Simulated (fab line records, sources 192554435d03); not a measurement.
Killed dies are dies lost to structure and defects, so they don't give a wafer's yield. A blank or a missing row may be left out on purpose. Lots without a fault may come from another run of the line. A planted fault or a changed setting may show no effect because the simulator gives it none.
Split-lot experiment | flow n5_finfet | 7 lots, 21 wafers read, on a route of 1938 steps

THE SPLIT
At N5_WELL_APT_PEB_23 (peb time 90 s), the setting peb_time_s was moved away from the recipe's 90 s on 9 of the 21 wafers read, by -16.3% to +15.3%. The other wafers ran this setting at the recipe's value.

FROM THE SPLIT TO THE READING: what the file shows between them, 2 steps
- N5_WELL_APT_DEVELOP_24: develop time 45 s
- N5_WELL_APT_HARDBAKE_29: time 120 s

THE READING
cd_nm, in nm, at N5_WELL_APT_CD_MEAS_25 (target cd 200 nm). Fault-free wafers of this fab line usually give 200.5 nm, standard deviation 1.4 nm.

wafer  | tool, chamber at the split | peb_time_s as run, s | against the recipe | cd_nm, nm | against lot-mates on the recipe
L074.4 | litho_track-03, 0          | 103.8                | +15.3%             | 207.2     | +3.9
L074.5 | litho_track-03, 0          | 90                   | recipe             | 203.9     | -
L074.6 | litho_track-03, 0          | 90                   | recipe             | 202.7     | -
L075.3 | litho_track-01, 0          | 83.84                | -6.8%              | 196.2     | -4.9
L075.5 | litho_track-01, 0          | 90                   | recipe             | 201.1     | -
L075.6 | litho_track-01, 0          | 83.84                | -6.8%              | 195.8     | -5.3
L082.2 | litho_track-03, 0          | 75.36                | -16.3%             | 189.9     | -9.9
L082.3 | litho_track-03, 0          | 90                   | recipe             | 199.8     | -
L082.5 | litho_track-03, 0          | 75.36                | -16.3%             | 192.9     | -6.9
L083.1 | litho_track-01, 0          | 90                   | recipe             | 201.4     | -
L083.2 | litho_track-01, 0          | 77.32                | -14.1%             | 190.8     | -9.9
L083.5 | litho_track-01, 0          | 90                   | recipe             | 200.0     | -
L084.1 | litho_track-04, 0          | 90                   | recipe             | 201.2     | -
L084.3 | litho_track-04, 0          | 103.5                | +15.0%             | 205.7     | +5.4
L084.4 | litho_track-04, 0          | 90                   | recipe             | 199.3     | -
L085.3 | litho_track-03, 0          | 90                   | recipe             | 203.3     | -
L085.4 | litho_track-03, 0          | 90                   | recipe             | 201.7     | -
L085.6 | litho_track-03, 0          | 90                   | recipe             | 203.0     | -
L092.2 | litho_track-04, 0          | 99.64                | +10.7%             | 204.7     | +5.3
L092.3 | litho_track-04, 0          | 90                   | recipe             | 199.4     | -
L092.5 | litho_track-04, 0          | 99.64                | +10.7%             | 203.3     | +3.9

THE FIT
A straight line over all 21 wafers: cd_nm changes by +0.496 nm for each +1% of peb_time_s; r = +0.92; the points scatter about the line by 1.9 nm.
The same after taking each lot's own level away (the mean of its wafers on the recipe; 21 wafers): +0.474 nm for each +1%; r = +0.95; scatter 1.3 nm.
On that fit, the largest move of peb_time_s shifts the reading by 7.7 nm.
The lots' own levels span 199.40 to 203.30 nm, that is 2.8 times the standard deviation above.
So the lot-to-lot level changes the slope little: the two slopes agree.
Check: with one of the wafers moved furthest among these (-16.3%) left out of the fit, the line predicts -7.99 nm for it against its lot-mates. It came out at -9.9 nm against them.

OTHER SPLITS ON THESE WAFERS
These wafers also went through other splits before the reading. Each is held against what the fit with the lots' levels taken away leaves over:
other split on the same wafers  | wafers away from the commonest value | r with cd_nm (lot level and that fit taken away)
N5_ZERO_LAYER_PEB_09 peb_time_s | as run: not given for these wafers   | -
N5_ZERO_LAYER_ETCH_18 icp_w     | 4                                    | -0.15

THE WHOLE CHAIN: every reading that the file lists as answering this split, in the file's order
step                   | what it does             | reading                                                         | change (the file's fit)               | r (the file's)
N5_WELL_APT_CD_MEAS_25 | target cd 200 nm         | cd_nm                                                           | +0.462 nm for each +1% of the setting | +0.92
N5_WELL_APT_DESCUM_30  | chemistry O2, time 7.9 s | WELL_APT.cd_nm (the simulator's own value, which no gauge read) | +0.464 nm for each +1% of the setting | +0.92

THE FILE'S OWN FIT
cd_nm changes by +0.462 nm for each +1% of peb_time_s, r = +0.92.
